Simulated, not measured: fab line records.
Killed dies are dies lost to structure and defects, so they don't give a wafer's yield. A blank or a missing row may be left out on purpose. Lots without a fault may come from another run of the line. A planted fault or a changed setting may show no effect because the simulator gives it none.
The tool behind it: which one? / flow n5_finfet / 33 wafers from 11 lots sampled at 4 of the route's 1938 steps

== WHAT EACH GAUGE READ, for each wafer ==
N5_BEOL_M9_OCD_MEAS_38.
lot=L107; measured=day 11 04:14; on=ocd-01; trench_depth_nm (nm)=156 149 152
lot=L113; measured=day 11 23:38; on=ocd-01; trench_depth_nm (nm)=146 149 148
lot=L106; measured=day 12 00:08; on=ocd-01; trench_depth_nm (nm)=155 146 150
lot=L114; measured=day 12 02:21; on=ocd-02; trench_depth_nm (nm)=148 148 152
lot=L115; measured=day 12 16:59; on=ocd-01; trench_depth_nm (nm)=155 151 153
lot=L117; measured=day 12 17:25; on=ocd-01; trench_depth_nm (nm)=156 153 153
lot=L118; measured=day 13 15:43; on=ocd-01; trench_depth_nm (nm)=154 155 152
lot=L121; measured=day 14 12:37; on=ocd-01; trench_depth_nm (nm)=157 147 147
lot=L126; measured=day 16 05:21; on=ocd-02; trench_depth_nm (nm)=153 145 148
lot=L127; measured=day 16 05:32; on=ocd-01; trench_depth_nm (nm)=146 148 155
lot=L128; measured=day 16 14:35; on=ocd-02; trench_depth_nm (nm)=155 153 151

N5_BEOL_M9_THK_MEAS_53: measures by xrf.
lot=L107; measured=day 11 06:42; on=film_metro-01; M9_THK (nm)=144 138 139
lot=L113; measured=day 12 01:44; on=film_metro-02; M9_THK (nm)=134 138 137
lot=L106; measured=day 12 03:11; on=film_metro-01; M9_THK (nm)=143 132 136
lot=L114; measured=day 12 04:37; on=film_metro-01; M9_THK (nm)=135 135 140
lot=L115; measured=day 12 19:49; on=film_metro-01; M9_THK (nm)=145 138 142
lot=L117; measured=day 12 20:22; on=film_metro-02; M9_THK (nm)=145 141 140
lot=L118; measured=day 13 19:30; on=film_metro-01; M9_THK (nm)=141 139 136
lot=L121; measured=day 14 15:56; on=film_metro-01; M9_THK (nm)=143 134 133
lot=L126; measured=day 16 07:53; on=film_metro-02; M9_THK (nm)=142 137 137
lot=L127; measured=day 16 08:41; on=film_metro-02; M9_THK (nm)=137 137 145
lot=L128; measured=day 16 16:53; on=film_metro-02; M9_THK (nm)=146 143 142

== WHAT TOOL EACH LOT RAN ON (gives the tool, then ch and the chambers of the sampled wafers, and finally the start) ==
lot=L107; N5_BEOL_M9_VIA_ETCH_34=rie_diel-04 ch 1,2,3, day 11 03:58; N5_BEOL_M9_ALD_74=ald_metal-04 ch 0,2, day 11 04:52
lot=L113; N5_BEOL_M9_VIA_ETCH_34=rie_diel-02 ch 0,1,3, day 11 23:22; N5_BEOL_M9_ALD_74=ald_metal-03 ch 1,2, day 12 00:20
lot=L106; N5_BEOL_M9_VIA_ETCH_34=rie_diel-06 ch 0,1,2, day 11 23:52; N5_BEOL_M9_ALD_74=ald_metal-02 ch 0,1, day 12 00:46
lot=L114; N5_BEOL_M9_VIA_ETCH_34=rie_diel-06 ch 0,1,3, day 12 02:04; N5_BEOL_M9_ALD_74=ald_metal-04 ch 0,1,2, day 12 03:06
lot=L115; N5_BEOL_M9_VIA_ETCH_34=rie_diel-04 ch 1,2,3, day 12 16:43; N5_BEOL_M9_ALD_74=ald_metal-04 ch 0,2,3, day 12 17:46
lot=L117; N5_BEOL_M9_VIA_ETCH_34=rie_diel-04 ch 0,2, day 12 17:08; N5_BEOL_M9_ALD_74=ald_metal-02 ch 1,2,3, day 12 18:04
lot=L118; N5_BEOL_M9_VIA_ETCH_34=rie_diel-04 ch 0,2,3, day 13 15:27; N5_BEOL_M9_ALD_74=ald_metal-04 ch 0,1,2, day 13 16:25
lot=L121; N5_BEOL_M9_VIA_ETCH_34=rie_diel-02 ch 0,2,3, day 14 12:20; N5_BEOL_M9_ALD_74=ald_metal-04 ch 0,1,2, day 14 13:53
lot=L126; N5_BEOL_M9_VIA_ETCH_34=rie_diel-06 ch 0,2,3, day 16 05:04; N5_BEOL_M9_ALD_74=ald_metal-02 ch 0,1,2, day 16 06:11
lot=L127; N5_BEOL_M9_VIA_ETCH_34=rie_diel-02 ch 0,1,2, day 16 05:16; N5_BEOL_M9_ALD_74=ald_metal-03 ch 0,1,3, day 16 06:24
lot=L128; N5_BEOL_M9_VIA_ETCH_34=rie_diel-04 ch 0,1,3, day 16 14:19; N5_BEOL_M9_ALD_74=ald_metal-03 ch 0,2,3, day 16 15:25
- N5_BEOL_M9_VIA_ETCH_34: etches SiCOH lowk in C4F6/O2, target depth 182.4 nm, time 68.4 s.
- N5_BEOL_M9_ALD_74: deposits TaN, target thk 2 nm, pulse time 2 s, purge time 3 s.

== AS READ BY THE TOOLS THEMSELVES (means over the sampled wafers that have a number; for cases with no such wafer, the mark the record gives instead) ==
N5_BEOL_M9_VIA_ETCH_34.
lot=L107; tool=rie_diel-04; drypump_motor_current_A (A)=5.5; oes_product_au (a.u.)=0.74; rf_vpp_V (V)=669; showerhead_plenum_p_Torr (Torr)=2.90; throttle_valve_pct (%)=21.03
lot=L113; tool=rie_diel-02; drypump_motor_current_A (A)=6.1; oes_product_au (a.u.)=0.75; rf_vpp_V (V)=661; showerhead_plenum_p_Torr (Torr)=2.81; throttle_valve_pct (%)=21.06
lot=L106; tool=rie_diel-06; drypump_motor_current_A (A)=5.9; oes_product_au (a.u.)=0.84; rf_vpp_V (V)=669; showerhead_plenum_p_Torr (Torr)=2.95; throttle_valve_pct (%)=20.65
lot=L114; tool=rie_diel-06; drypump_motor_current_A (A)=5.9; oes_product_au (a.u.)=0.87; rf_vpp_V (V)=671; showerhead_plenum_p_Torr (Torr)=2.89; throttle_valve_pct (%)=20.88
lot=L115; tool=rie_diel-04; drypump_motor_current_A (A)=5.5; oes_product_au (a.u.)=0.86; rf_vpp_V (V)=669; showerhead_plenum_p_Torr (Torr)=2.89; throttle_valve_pct (%)=20.90
lot=L117; tool=rie_diel-04; drypump_motor_current_A (A)=5.7; oes_product_au (a.u.)=0.82; rf_vpp_V (V)=690; showerhead_plenum_p_Torr (Torr)=2.99; throttle_valve_pct (%)=21.02
lot=L118; tool=rie_diel-04; drypump_motor_current_A (A)=5.7; oes_product_au (a.u.)=0.83; rf_vpp_V (V)=681; showerhead_plenum_p_Torr (Torr)=2.96; throttle_valve_pct (%)=20.90
lot=L121; tool=rie_diel-02; drypump_motor_current_A (A)=5.9; oes_product_au (a.u.)=0.86; rf_vpp_V (V)=665; showerhead_plenum_p_Torr (Torr)=2.94; throttle_valve_pct (%)=20.88
lot=L126; tool=rie_diel-06; drypump_motor_current_A (A)=5.8; oes_product_au (a.u.)=0.77; rf_vpp_V (V)=667; showerhead_plenum_p_Torr (Torr)=2.86; throttle_valve_pct (%)=20.88
lot=L127; tool=rie_diel-02; drypump_motor_current_A (A)=5.9; oes_product_au (a.u.)=0.81; rf_vpp_V (V)=675; showerhead_plenum_p_Torr (Torr)=2.91; throttle_valve_pct (%)=20.98
lot=L128; tool=rie_diel-04; drypump_motor_current_A (A)=5.8; oes_product_au (a.u.)=0.86; rf_vpp_V (V)=667; showerhead_plenum_p_Torr (Torr)=2.90; throttle_valve_pct (%)=20.83

N5_BEOL_M9_ALD_74.
lot=L107; tool=ald_metal-04; heater_power_w (W)=443
lot=L113; tool=ald_metal-03; heater_power_w (W)=378
lot=L106; tool=ald_metal-02; heater_power_w (W)=429
lot=L114; tool=ald_metal-04; heater_power_w (W)=449
lot=L115; tool=ald_metal-04; heater_power_w (W)=401
lot=L117; tool=ald_metal-02; heater_power_w (W)=420
lot=L118; tool=ald_metal-04; heater_power_w (W)=445
lot=L121; tool=ald_metal-04; heater_power_w (W)=441
lot=L126; tool=ald_metal-02; heater_power_w (W)=417
lot=L127; tool=ald_metal-03; heater_power_w (W)=396
lot=L128; tool=ald_metal-03; heater_power_w (W)=407

== THE ANSWER, worked out from the rows above alone ==
Rule: the usual values come from the lots themselves. The widest of any qualifying gaps counts: lots, ordered by their means at a reading, are off when they make up no more than a third of the lots, leave a main group of 4 or more, and stand apart from it by 3 or more times the standard deviation of that group's means. A main group whose means are all the same, to the digits that the tables above print for the reading, isn't used. A lot without any number at a reading at which 4 lots or more have one is off too. Where the step has rows for the other lots, those lots are counted as sound. After the gauges, taken in route order, come the tools' own readings; for these a lot's mean is taken, as printed above. At the first step where some lot is off, the reading lying furthest off is the one used; lots without a number count as furthest.
None of the lots is off at any reading shown; this tells nothing.

== WHAT HAD BEEN PUT IN BY THE SIMULATOR ==
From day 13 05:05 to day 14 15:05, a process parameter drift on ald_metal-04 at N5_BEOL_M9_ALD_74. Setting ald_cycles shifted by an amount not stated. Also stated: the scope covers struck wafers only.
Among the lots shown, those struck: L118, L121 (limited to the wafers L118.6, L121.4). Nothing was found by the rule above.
